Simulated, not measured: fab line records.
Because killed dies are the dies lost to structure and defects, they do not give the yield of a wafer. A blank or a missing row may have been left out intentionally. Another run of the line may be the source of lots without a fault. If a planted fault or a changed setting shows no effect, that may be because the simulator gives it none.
fab line records	flow nandHarc
record: lots: 14	wafers: 42	lastDay: 34
route steps=1302 shown A_CHANNEL_FILL_D1@509 A_ONON_D2@551 END@1302
lots untouched by any fault: they come from a run of this same line in which no faults occurred
startH: hours from the record's first day to the start of the lot's first wafer shown	waitH: hours since the lot's step before	" unchanged from the row above	L1.1+2: a single row standing in for several wafers	- no value, or no start given	* or withheld: withheld	< > ~ a bound
route shown NAME@n: a module of which the file shows steps, and the number in the route of the first	usual: the fault-free wafers' mean and standard deviation	same: alike in all rows	chamber/n: place in a boat	sites: each site's reading	_std_site: the standard deviation of these	_edge_site: inner sites' mean taken away from outer sites' mean	radiusMm: how far each site lies from the wafer's centre	mask NAME#n: copy n	behind: the last tool/chamber to shape the wafer	hold: reason for holding the lot/hours on hold/outcome of the hold	device: transistor that didn't switch, given as n, p or np	end of line: the route-end tests of the same wafers	for a step that has no rows: nothing shown but its recipe	killed: the dies lost at the first sort to structure and to defects; this is not the yield of the wafer	map: a wafer's dies, marking killed ones x, the rest . and places with no die _
set.NAME: the run value of the setting; set.NAME@STEP: its run value at that earlier step	model.NAME: the simulator's own value behind a step, which no gauge read
one table for each step of the route and one row for each wafer, over a sample of lots
services: the hour from which a tool's chamber was out of use, counted from the record's first day as startH (under 0 if before that day), plus the number of hours and why
== steps ==
step: NHARC_A_CHANNEL_FILL_D1_STRIP_29
recipe: timeS: 20	o2FlowSccm: 500	arFlowSccm: 0	biasW: 0	chemistry: O2
usual: drypumpMotorCurrentA: 5.7/0.39	oesProductAu: 0.998/0.0069	rfVppV: 57.7/0.92	showerheadPlenumPTorr: 3.49/0.15	throttleValvePct: 17.035/0.0086
lot.wafer	tool	chamber	startH	waitH	drypumpMotorCurrentA	oesProductAu	rfHoursCounterH	rfVppV	showerheadPlenumPTorr	throttleValvePct
L729.2	rieDiel-11	2	-	-	5.7	0.992	8	57.8	3.37	17.035
L729.3	"	0	"	"	5.3	1.002	8	57.8	3.44	17.049
L729.4	"	1	"	"	5.9	1.007	8	58.5	3.79	17.035
L731.3	rieDiel-04	3	-	-	5.2	0.995	2	58.8	3.67	17.034
L731.2	"	0	"	"	5.9	0.994	2	57.5	3.37	17.046
L731.6	"	0	"	"	5.8	0.991	-	58.0	3.37	17.022
L735.4	rieDiel-11	3	-	-	5.1	1.006	3	57.9	3.45	17.029
L735.3	"	0	"	"	5.4	1.005	2	57.7	3.44	17.037
L735.5	"	1	"	"	5.9	1.017	-	58.3	3.79	17.038
L734.1	rieDiel-04	2	-	-	5.7	0.988	5	58.2	3.63	17.040
L734.4	"	3	"	"	5.2	0.996	6	57.0	3.66	17.024
L734.6	"	0	"	"	5.9	0.990	-	58.9	3.37	17.034
L736.3	rieDiel-11	1	-	-	5.9	1.015	3	57.3	3.79	17.020
L736.2	"	3	"	"	5.1	0.993	3	58.5	3.44	17.035
L736.6	"	2	"	"	5.7	1.000	-	56.9	3.37	17.035
L737.1	rieDiel-04	0	-	-	5.9	1.006	7	57.9	3.37	17.060
L737.5	"	1	"	"	6.2	1.006	-	59.0	3.48	17.048
L737.6	"	2	"	"	5.7	0.992	-	59.0	3.63	17.033
L738.4	rieDiel-03	0	-	-	4.9	1.000	1	57.7	3.39	17.047
L738.3	"	3	"	"	6.0	0.990	1	58.5	3.69	17.036
L738.6	"	0	"	"	5.0	1.001	-	56.9	3.39	17.037
L739.4	rieDiel-04	1	-	-	6.2	1.008	7	58.4	3.48	17.038
L739.3	"	2	"	"	5.7	1.001	7	57.3	3.63	17.042
L739.6	"	3	"	"	5.2	1.002	-	57.3	3.66	17.032
L740.3	rieDiel-03	0	-	-	5.0	0.998	2	56.6	3.39	17.037
L740.5	"	1	"	"	6.1	0.993	-	57.5	3.30	17.033
L740.6	"	2	"	"	6.0	0.998	-	57.2	3.36	17.029
L741.4	rieDiel-04	3	-	-	5.2	0.990	8	58.3	3.66	17.032
L741.2	"	2	"	"	5.7	0.988	8	59.3	3.63	17.043
L741.6	"	3	"	"	5.2	0.993	-	59.5	3.66	17.045
L742.2	rieDiel-04	1	371.66	0.2	6.2	1.003	0	58.3	3.48	17.032
L742.5	"	3	"	"	5.2	0.992	-	59.3	3.66	17.032
L742.6	"	1	"	"	6.2	1.004	-	59.4	3.48	17.032
L743.3	rieDiel-03	2	-	-	6.0	0.997	5	56.9	3.36	17.030
L743.2	"	3	"	"	6.0	0.987	4	57.5	3.69	17.032
L743.5	"	2	"	"	6.0	0.990	-	57.9	3.36	17.031
L750.4	rieDiel-03	2	-	-	6.0	1.001	9	57.6	3.35	17.036
L750.2	"	0	"	"	4.9	1.008	9	57.5	3.39	17.017
L750.5	"	2	"	"	6.0	0.998	-	56.9	3.35	17.037
L752.4	rieDiel-11	0	-	-	5.3	0.995	1	56.4	3.44	17.030
L752.2	"	2	"	"	5.8	0.995	2	55.9	3.36	17.017
L752.6	"	1	"	"	5.9	1.009	-	58.3	3.78	17.042
step: NHARC_A_ONON_D2_DEP_09
recipe: targetThkA: 10000	n2FlowSccm: 2750	n2oFlowSccm: 2000	nh3FlowSccm: 500	sih4FlowSccm: 210	tempC: 400
lot.wafer	tool	chamber	startH	waitH
L729.2+3+4	pecvdOnon-03	0	287.97	0.1
L731.2+3+6	pecvdOnon-02	0	288.12	0.1
L734.1+4+6	pecvdOnon-01	0	328.72	0.1
L735.3+4+5	pecvdOnon-02	0	328.83	0.2
L736.2+3+6	pecvdOnon-03	0	356.04	0.1
L737.1+5+6	pecvdOnon-03	0	360.33	0.1
L738.3+4+6	pecvdOnon-01	0	364.97	0.2
L740.3+5+6	pecvdOnon-03	0	379.11	0.2
L739.3+4+6	pecvdOnon-01	0	379.24	0.2
L741.2+4+6	pecvdOnon-03	0	389.29	0.1
L742.2+5+6	pecvdOnon-02	0	413.97	0.1
L743.2+3+5	pecvdOnon-01	0	414.03	0.1
L750.2+4+5	pecvdOnon-03	0	502.39	0.1
L752.2+4+6	pecvdOnon-03	0	515.15	0.1
step: NHARC_A_ONON_D2_THK_MEAS_11
recipe: thkMeasGauge: ellipsometry
usual: thkNm: 1001/11
lot.wafer	tool	chamber	startH	waitH	hold	thkNm
L729.2	filmMetro-01	-	288.43	-	-	995
L729.3	"	-	"	"	-	996
L729.4	"	-	"	"	-	994
L731.2	filmMetro-02	-	288.57	-	-	992
L731.3	"	-	"	"	-	990
L731.6	"	-	"	"	-	990
L735.3	filmMetro-02	-	329.22	-	-	980
L735.4	"	-	"	"	-	982
L735.5	"	-	"	"	-	980
L734.1	filmMetro-01	-	329.23	-	-	999
L734.4	"	-	"	"	-	998
L734.6	"	-	"	"	-	998
L736.2	filmMetro-02	-	356.50	-	-	1013
L736.3	"	-	"	"	-	1012
L736.6	"	-	"	"	-	1013
L737.1	filmMetro-01	-	360.84	-	-	999
L737.5	"	-	"	"	-	999
L737.6	"	-	"	"	-	1001
L738.3	filmMetro-01	-	365.36	-	-	1003
L738.4	"	-	"	"	-	1004
L738.6	"	-	"	"	-	1004
L740.3	filmMetro-01	-	379.51	-	-	1022
L740.5	"	-	"	"	-	1022
L740.6	"	-	"	"	-	1024
L739.3	filmMetro-01	-	379.63	-	-	1016
L739.4	"	-	"	"	-	1018
L739.6	"	-	"	"	-	1017
L741.2	filmMetro-01	-	389.74	-	-	1014
L741.4	"	-	"	"	-	1015
L741.6	"	-	"	"	-	1014
L742.2	filmMetro-02	-	414.43	-	-	985
L742.5	"	-	"	"	-	986
L742.6	"	-	"	"	-	989
L743.2	filmMetro-01	-	414.48	-	-	1001
L743.3	"	-	"	"	-	1000
L743.5	"	-	"	"	-	1001
L750.2	filmMetro-02	-	502.85	-	awaitDispo/0.2h/release	1418
L750.4	"	-	"	"	awaitDispo/0.2h/release	1417
L750.5	"	-	"	"	awaitDispo/0.2h/release	1420
L750.2	filmMetro-02	-	503.02	0.2	-	1417
L750.4	"	-	"	"	-	1421
L750.5	"	-	"	"	-	1421
L752.2	filmMetro-01	-	515.60	-	awaitDispo/0.2h/release	1420
L752.4	"	-	"	"	awaitDispo/0.2h/release	1418
L752.6	"	-	"	"	awaitDispo/0.2h/release	1420
L752.2	filmMetro-01	-	515.77	0.2	-	1422
L752.4	"	-	"	"	-	1418
L752.6	"	-	"	"	-	1419
step: NHARC_END_SORT_01
recipe: tempC: 25
usual: killedAtArray: 56/21	killedAtOther: 1.2/1.6	killedAtPeriphery: 3.7/2.5	killedDies: 61/21	killedOpen: 3.1/1.8	killedShort: 2.8/1.7
same: grossDies: 677
lot.wafer	tool	chamber	startH	waitH	hold	killedAtArray	killedAtOther	killedAtPeriphery	killedDies	killedOpen	killedShort
L734.1	prober-01	0	620.27	2.5	-	85	1	6	92	4	8
L734.4	prober-01	0	622.70	3.4	-	75	1	7	83	5	2
L734.6	prober-01	0	624.32	4.0	-	54	1	5	60	4	1
L742.2	prober-02	0	691.18	2.8	-	20	0	4	24	6	2
L742.5	prober-02	0	693.53	3.6	-	23	0	1	24	2	3
L742.6	prober-02	0	694.32	3.9	-	22	0	1	23	7	2
L750.2	prober-02	0	773.24	2.8	awaitDispo/6.4h/scrap	674	0	3	677	6	3
L750.4	prober-02	0	774.82	3.4	awaitDispo/6.4h/scrap	675	2	0	677	4	5
L750.5	prober-02	0	775.61	3.6	awaitDispo/6.4h/scrap	673	2	2	677	1	0
L752.2	prober-01	0	805.81	2.8	awaitDispo/1.6h/scrap	672	2	3	677	2	3
L752.4	prober-01	0	807.42	3.4	awaitDispo/1.6h/scrap	665	4	8	677	8	0
L752.6	prober-01	0	809.03	4.0	awaitDispo/1.6h/scrap	666	4	7	677	5	3
killed by level:class
L734.1 A_CHANNEL_HOLE_D1:chamberFilmFlake=34 A_SLIT:chamberFilmFlake=23 A_CHANNEL_HOLE_D2:chamberFilmFlake=7 A_WL_FILL:chamberFilmFlake=4 A_DECK1_JOINT:chamberFilmFlake=3 A_CHANNEL_FILL_D1:geometricParticle:open=2 A_CHANNEL_HOLE_D2:geometricParticle:short=2 A_WL_FILL:geometricParticle:short=2
L734.4 A_CHANNEL_HOLE_D1:chamberFilmFlake=29 A_SLIT:chamberFilmFlake=21 A_CHANNEL_HOLE_D2:chamberFilmFlake=12 A_CONTACT:chamberFilmFlake=4 A_CHANNEL_FILL_D2:geometricParticle:open=2 P_STI:chamberFilmFlake=2 P_M2:chamberFilmFlake=2 A_WL_FILL:chamberFilmFlake=2
L734.6 A_CHANNEL_HOLE_D1:chamberFilmFlake=23 A_SLIT:chamberFilmFlake=14 A_CHANNEL_HOLE_D2:chamberFilmFlake=6 P_M2:chamberFilmFlake=4 A_WL_FILL:chamberFilmFlake=3 A_CONTACT:chamberFilmFlake=3 A_M0:geometricParticle:open=2 A_DECK1_JOINT:geometricParticle:open=1
L742.2 A_CHANNEL_HOLE_D1:chamberFilmFlake=7 A_SLIT:chamberFilmFlake=3 A_DECK1_JOINT:geometricParticle:open=2 A_CONTACT:chamberFilmFlake=2 P_GATE:geometricParticle:short=1 P_CONTACT:geometricParticle:open=1 A_CHANNEL_FILL_D2:geometricParticle:open=1 A_WL_FILL:geometricParticle:short=1
L742.5 A_CHANNEL_HOLE_D1:chamberFilmFlake=7 A_SLIT:chamberFilmFlake=5 A_STAIRCASE:chamberFilmFlake=2 A_ONON_D1:geometricParticle:short=1 A_CHANNEL_FILL_D1:geometricParticle:short=1 A_CHANNEL_FILL_D2:geometricParticle:open=1 A_SLIT:geometricParticle:short=1 A_WL_FILL:geometricParticle:open=1
L742.6 A_CHANNEL_HOLE_D1:chamberFilmFlake=8 A_SLIT:chamberFilmFlake=3 A_CONTACT:geometricParticle:open=2 A_M0:geometricParticle:open=2 A_CONTACT:chamberFilmFlake=2 P_M1:geometricParticle:open=1 A_CHANNEL_FILL_D1:geometricParticle:open=1 A_ONON_D2:geometricParticle:short=1
L750.2 A_ONON_D2:areaDep=610 A_SLIT:chamberFilmFlake=29 A_CHANNEL_HOLE_D1:chamberFilmFlake=17 A_SGD_CUT:chamberFilmFlake=4 A_M0:geometricParticle:open=3 A_CHANNEL_HOLE_D2:chamberFilmFlake=2 A_DECK1_JOINT:geometricParticle:short=1 A_ONON_D2:geometricParticle:short=1
L750.4 A_ONON_D2:areaDep=617 A_SLIT:chamberFilmFlake=32 A_CHANNEL_HOLE_D1:chamberFilmFlake=10 A_SGD_CUT:chamberFilmFlake=3 A_CONTACT:chamberFilmFlake=3 A_ONON_D1:geometricParticle:short=1 A_CHANNEL_FILL_D1:geometricParticle:short=1 A_DECK1_JOINT:geometricParticle:open=1
L750.5 A_ONON_D2:areaDep=627 A_SLIT:chamberFilmFlake=26 A_CHANNEL_HOLE_D1:chamberFilmFlake=14 A_SGD_CUT:chamberFilmFlake=2 THIN_TSV:chamberFilmFlake=2 P_CONTACT:geometricParticle:open=1 P_BONDPAD:chamberFilmFlake=1 A_CHANNEL_HOLE_D2:chamberFilmFlake=1
L752.2 A_ONON_D2:areaDep=653 A_SLIT:chamberFilmFlake=9 A_CONTACT:chamberFilmFlake=3 A_CHANNEL_HOLE_D2:chamberFilmFlake=2 THIN_TSV:chamberFilmFlake=2 P_CONTACT:geometricParticle:open=1 P_M0:geometricParticle:short=1 A_ONON_D2:geometricParticle:short=1
L752.4 A_ONON_D2:areaDep=639 A_SLIT:chamberFilmFlake=9 A_CONTACT:chamberFilmFlake=6 P_GATE:chamberFilmFlake=5 THIN_TSV:chamberFilmFlake=4 P_M0:geometricParticle:open=2 A_M0:geometricParticle:open=2 A_CHANNEL_HOLE_D2:chamberFilmFlake=2
L752.6 A_ONON_D2:areaDep=646 A_SLIT:chamberFilmFlake=7 A_CONTACT:chamberFilmFlake=5 THIN_TSV:chamberFilmFlake=4 P_GATE:chamberFilmFlake=4 P_M0:geometricParticle:open=2 A_ONON_D1:geometricParticle:open=2 A_ONON_D2:geometricParticle:short=2
== services ==
tool	chamber	startH	hours	kind
pecvdOnon-03	-	227.00	13.0	pm
rieDiel-04	-	231.93	2.4	repair
rieDiel-04	0	235.90	-	clean
rieDiel-03	3	242.42	33.7	repair
rieDiel-11	0	254.83	8.0	repair
rieDiel-11	-	255.50	9.0	pm
rieDiel-11	0	265.06	3.6	repair
pecvdOnon-01	-	269.07	13.0	pm
rieDiel-11	-	278.75	0.5	repair
rieDiel-03	-	281.30	9.0	pm
rieDiel-11	2	314.03	7.1	repair
rieDiel-03	3	349.50	3.7	repair
rieDiel-04	-	354.90	9.0	pm
rieDiel-04	2	365.87	6.0	repair
pecvdOnon-02	-	366.61	13.0	pm
rieDiel-04	1	375.03	20.6	repair
rieDiel-11	2	377.51	3.1	repair
pecvdOnon-03	-	408.00	13.0	pm
rieDiel-11	-	410.17	0.8	repair
rieDiel-03	2	424.86	1.8	repair
rieDiel-11	-	432.52	9.0	pm
pecvdOnon-01	-	450.07	13.0	pm
rieDiel-03	-	458.30	9.0	pm
rieDiel-11	-	508.07	0.5	repair
== key ==
firstSign: step: NHARC_A_ONON_D2_THK_MEAS_11	reading: visit	direction: added
effect: step: NHARC_A_ONON_D2_THK_MEAS_11	reading: thkNm	direction: up	sigmas: 38	usual: 1001	struck: 1419
effect: step: NHARC_END_SORT_01	reading: killedAtArray	direction: up	sigmas: 29	usual: 56	struck: 671
moreKillsBornAt: NHARC_A_ONON_D2_DEP_09@pecvdOnon-03: 3792
metAt NHARC_A_ONON_D2_DEP_09
struckLots L750,L752
struckWafers L750.2,L750.4,L750.5,L752.2,L752.4,L752.6
laterRowsLeftOut L750.2,L750.4,L750.5,L752.2,L752.4,L752.6
testerLeftOut L750,L752
notActingAt NHARC_A_CHANNEL_FILL_D1_STRIP_29
onsetBetween 389.29 502.39
alsoFits time
fault: kind: processParameterDrift	tool: pecvdOnon-03	chamber: 0	onsetH: 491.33	steps: NHARC_A_ONON_D2_DEP_09	channel: targetThkA	offset: *	shape: step	endH: 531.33	actsIn: *	stated: *
testerLeftOut: of these lots the tester's yield and bins aren't shown, on N5 and GAA mostly nor the transistor test; their killed dies are dies lost to structure and defects alone, not to doping, threshold or leakage, so they don't give the yield
laterRowsLeftOut: the simulator's readings of these wafers behind a module that went badly wrong aren't trusted and aren't shown, but for the sort
